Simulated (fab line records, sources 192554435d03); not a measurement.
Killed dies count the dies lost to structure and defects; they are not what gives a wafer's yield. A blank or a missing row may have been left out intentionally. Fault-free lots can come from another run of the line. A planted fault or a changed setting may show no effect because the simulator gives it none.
Matching of chambers || flow n5 finfet || N5_GATE_CUT_STRIP_59 on rie diel-05 has 4 sister chambers
The step strips in N2/H2, time 20 s. 14 wafers are shown with their chamber, then 7 later ones without.

WAFERS WITH THEIR CHAMBER
{"wafer": "L077.4", "chamber": 3, "drypump motor current A (A)": 5.4, "throttle valve pct (%)": 11.88, "showerhead plenum p Torr (Torr)": 3.40}
{"wafer": "L077.5", "chamber": 0, "drypump motor current A (A)": 4.9, "throttle valve pct (%)": 12.46, "showerhead plenum p Torr (Torr)": 3.35}
{"wafer": "L077.6", "chamber": 3, "drypump motor current A (A)": 5.4, "throttle valve pct (%)": 11.88, "showerhead plenum p Torr (Torr)": 3.40}
{"wafer": "L079.2", "chamber": 0, "drypump motor current A (A)": 4.9, "throttle valve pct (%)": 12.47, "showerhead plenum p Torr (Torr)": 3.35}
{"wafer": "L079.5", "chamber": 2, "drypump motor current A (A)": 5.9, "throttle valve pct (%)": 12.35, "showerhead plenum p Torr (Torr)": 3.41}
{"wafer": "L079.6", "chamber": 1, "drypump motor current A (A)": 4.9, "throttle valve pct (%)": 11.82, "showerhead plenum p Torr (Torr)": 3.30}
{"wafer": "L086.4", "chamber": 3, "drypump motor current A (A)": 5.4, "throttle valve pct (%)": 11.93, "showerhead plenum p Torr (Torr)": 3.39}
{"wafer": "L086.5", "chamber": 3, "drypump motor current A (A)": 5.4, "throttle valve pct (%)": 11.94, "showerhead plenum p Torr (Torr)": 3.39}
{"wafer": "L086.6", "chamber": 0, "drypump motor current A (A)": 4.9, "throttle valve pct (%)": 12.52, "showerhead plenum p Torr (Torr)": 3.34}
{"wafer": "L087.2", "chamber": 2, "drypump motor current A (A)": 5.8, "throttle valve pct (%)": 12.37, "showerhead plenum p Torr (Torr)": 3.40}
{"wafer": "L087.4", "chamber": 1, "drypump motor current A (A)": 4.9, "throttle valve pct (%)": 11.87, "showerhead plenum p Torr (Torr)": 3.30}
{"wafer": "L087.5", "chamber": 2, "drypump motor current A (A)": 5.8, "throttle valve pct (%)": 12.37, "showerhead plenum p Torr (Torr)": 3.40}
{"wafer": "L088.2", "chamber": 1, "drypump motor current A (A)": 4.9, "throttle valve pct (%)": 11.87, "showerhead plenum p Torr (Torr)": 3.30}
{"wafer": "L088.3", "chamber": 3, "drypump motor current A (A)": 5.4, "throttle valve pct (%)": 11.96, "showerhead plenum p Torr (Torr)": 3.39}

SIGNATURES (averages over the wafers above)
{"reading": "drypump motor current A", "chamber 0": 4.900, "chamber 1": 4.900, "chamber 2": 5.833, "chamber 3": 5.400, "scatter within a chamber": 0.0258}
{"reading": "throttle valve pct", "chamber 0": 12.4833, "chamber 1": 11.8533, "chamber 2": 12.3633, "chamber 3": 11.9180, "scatter within a chamber": 0.0305}
{"reading": "showerhead plenum p Torr", "chamber 0": 3.3467, "chamber 1": 3.3000, "chamber 2": 3.4033, "chamber 3": 3.3940, "scatter within a chamber": 0.00503}
Rule: for each reading, subtract the chamber's mean from the wafer's reading, divide by that reading's scatter and square the result; add these up over the readings and take the root, which gives the wafer's distance from the chamber. The wafer belongs to the nearest chamber; if the next one is less than 2 further off, it can't be placed. The scatter: the root of (the sum of the squares of (reading less its chamber's mean) over the shown wafers, divided by (wafers less chambers)).

WAFERS WHOSE CHAMBER IS MISSING
{"wafer": "L088.5", "drypump motor current A (A)": 5.4, "throttle valve pct (%)": 11.95, "showerhead plenum p Torr (Torr)": 3.39}
{"wafer": "L089.3", "drypump motor current A (A)": 5.4, "throttle valve pct (%)": 11.95, "showerhead plenum p Torr (Torr)": 3.38}
{"wafer": "L089.4", "drypump motor current A (A)": 4.9, "throttle valve pct (%)": 12.52, "showerhead plenum p Torr (Torr)": 3.34}
{"wafer": "L089.5", "drypump motor current A (A)": 5.4, "throttle valve pct (%)": 11.95, "showerhead plenum p Torr (Torr)": 3.38}
{"wafer": "L092.2", "drypump motor current A (A)": 5.8, "throttle valve pct (%)": 12.41, "showerhead plenum p Torr (Torr)": 3.40}
{"wafer": "L092.5", "drypump motor current A (A)": 4.9, "throttle valve pct (%)": 12.54, "showerhead plenum p Torr (Torr)": 3.34}
{"wafer": "L092.6", "drypump motor current A (A)": 4.9, "throttle valve pct (%)": 11.89, "showerhead plenum p Torr (Torr)": 3.29}

CHAMBER TAKEN BY EACH
{"wafer": "L088.5", "from the rows above": 3, "in truth": 3}
{"wafer": "L089.3", "from the rows above": 3, "in truth": 3}
{"wafer": "L089.4", "from the rows above": 0, "in truth": 0}
{"wafer": "L089.5", "from the rows above": 3, "in truth": 3}
{"wafer": "L092.2", "from the rows above": 2, "in truth": 2}
{"wafer": "L092.5", "from the rows above": 0, "in truth": 0}
{"wafer": "L092.6", "from the rows above": 1, "in truth": 1}
Correct placement for 7 of the 7. Can't be placed from these rows: 0. Placed wrongly: 0.
